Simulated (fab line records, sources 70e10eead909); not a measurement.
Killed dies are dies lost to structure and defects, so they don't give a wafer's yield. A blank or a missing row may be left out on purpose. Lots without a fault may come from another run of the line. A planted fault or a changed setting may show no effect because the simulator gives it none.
A struck lot beside a sound one | flow nand_harc | 16 steps out of a route of 1302
Sound: wafers L630.3, L630.4, L630.6. Struck: wafers L644.2, L644.4. (L644.5 of the same lot was not struck and is left out.) The cause comes at the end.
At each step with rows: each side's tool, then ch and its chambers, then its first start. Under that, the readings that differ: sound wafers | struck wafers | difference of the means | sigmas: that difference in standard deviations of wafers without a fault.
alike: readings whose means differ by less than 2 such deviations, and words and numbers that are the same on both sides. not compared: withheld readings, readings that some wafer has no value for, bounds like >300 that may hide the same value, and numbers for which the record gives no deviation and whose values overlap.
The two part at a step that has a row with sigmas, a row that says differs or no value, or rows on one side only. Numbers that don't overlap but have no deviation are shown without sigmas and don't part them. A reading that every wafer of one side lacks parts them only if that side has two wafers or more.

NHARC_A_M0_OVL_MEAS_10: pitch 160 nm.
  sound on overlay-01, day 23 10:19; struck on overlay-02, day 29 14:42
  alike: overlay_x_nm, overlay_y_nm
NHARC_A_M0_INSPECT_11:
  sound on defect_inspect-01, day 23 10:21; struck on defect_inspect-02, day 29 14:44
  alike: raw_defect_count
then, 1 step without rows for these wafers: NHARC_A_M0_DESCUM_14 (chemistry O2, time 3 s).
NHARC_A_M0_ETCH_34: etches the open film in N2/H2, target depth 40 nm, overetch 12 nm, time 43.94 s.
  sound on rie_diel-07 ch 1,3, day 23 10:30; struck on rie_diel-06 ch 0,2, day 29 14:53
  alike: bias_w, drypump_motor_current_A, oes_product_au, rf_fwd_power_W, rf_vpp_V, showerhead_plenum_p_Torr, throttle_valve_pct
  not compared: rf_hours_counter_h
then, 1 step without rows for these wafers: NHARC_A_M0_ETCH_15 (etches the open film in C4F8/Ar, target depth 150 nm, overetch 15 nm, time 82.5 s).
NHARC_A_M0_CD_MEAS_16:
  sound on cd_sem-02, day 23 10:43; struck on cd_sem-01, day 29 15:06
  alike: cd_nm
NHARC_A_M0_STRIP_18: strips in N2/H2.
  sound on rie_diel-12 ch 1,2,3, day 23 10:49; struck on rie_diel-12 ch 2,3, day 29 15:14
  alike: drypump_motor_current_A, oes_product_au, rf_fwd_power_W, rf_vpp_V, showerhead_plenum_p_Torr, throttle_valve_pct
  not compared: rf_hours_counter_h
then, 1 step without rows for these wafers: NHARC_A_M0_STRIP_19 (strips in post etch residue remover, time 600 s).
NHARC_A_M0_DEGAS_28: time 60 s.
  sound on pvd_sputter-01, day 23 11:20; struck on pvd_sputter-03, day 29 15:44
  alike: heater_power_w
NHARC_A_M0_PRE_CLEAN_29: time 30 s.
  sound on pvd_sputter-01; struck on pvd_sputter-03
  alike: heater_power_w
then, 2 steps without rows for these wafers: NHARC_A_M0_PVD_20 (deposits TaN, target thk 5 nm, time 8.06 s); NHARC_A_M0_PVD_21 (deposits Cu, target thk 30 nm, time 20.49 s).
NHARC_A_M0_ECD_22: material Cu, target thk 400 nm.
  sound on ecd_cu-02 ch 0,1, day 23 11:48; struck on ecd_cu-02 ch 0, day 29 16:12
  alike: bath_temp_c
NHARC_A_M0_ANNEAL_30: time 90 s.
  sound on rtp_anneal-01 ch 0, day 23 12:13; struck on rtp_anneal-02 ch 0, day 29 16:34
  alike: wafer_temp_C_max
NHARC_A_M0_CMP_23: polishes, t overpolish 20 s, target thk 113.75 nm.
  sound on cmp-01 ch 0,2,3, day 23 12:29; struck on cmp-03 ch 0,3, day 29 16:52
  reading                | sound          | struck    | difference | sigmas
  time_to_endpoint_s (s) | 26.0 24.4 28.1 | 43.6 45.2 | +18.2      | +7
  alike: edge_zone_pressure_frac, motor_current_A, retaining_ring_pressure_frac
  not compared: pad_life_wafers
NHARC_A_M0_THK_MEAS_24: measures by xrf.
  sound on film_metro-01, day 23 12:46; struck on film_metro-02, day 29 17:11
  alike: thk_nm

WHERE THEY PART
Only at NHARC_A_M0_CMP_23, within this record. Later steps at which nothing parts them and some readings are alike: NHARC_A_M0_THK_MEAS_24.

WHY: what the simulator had put in
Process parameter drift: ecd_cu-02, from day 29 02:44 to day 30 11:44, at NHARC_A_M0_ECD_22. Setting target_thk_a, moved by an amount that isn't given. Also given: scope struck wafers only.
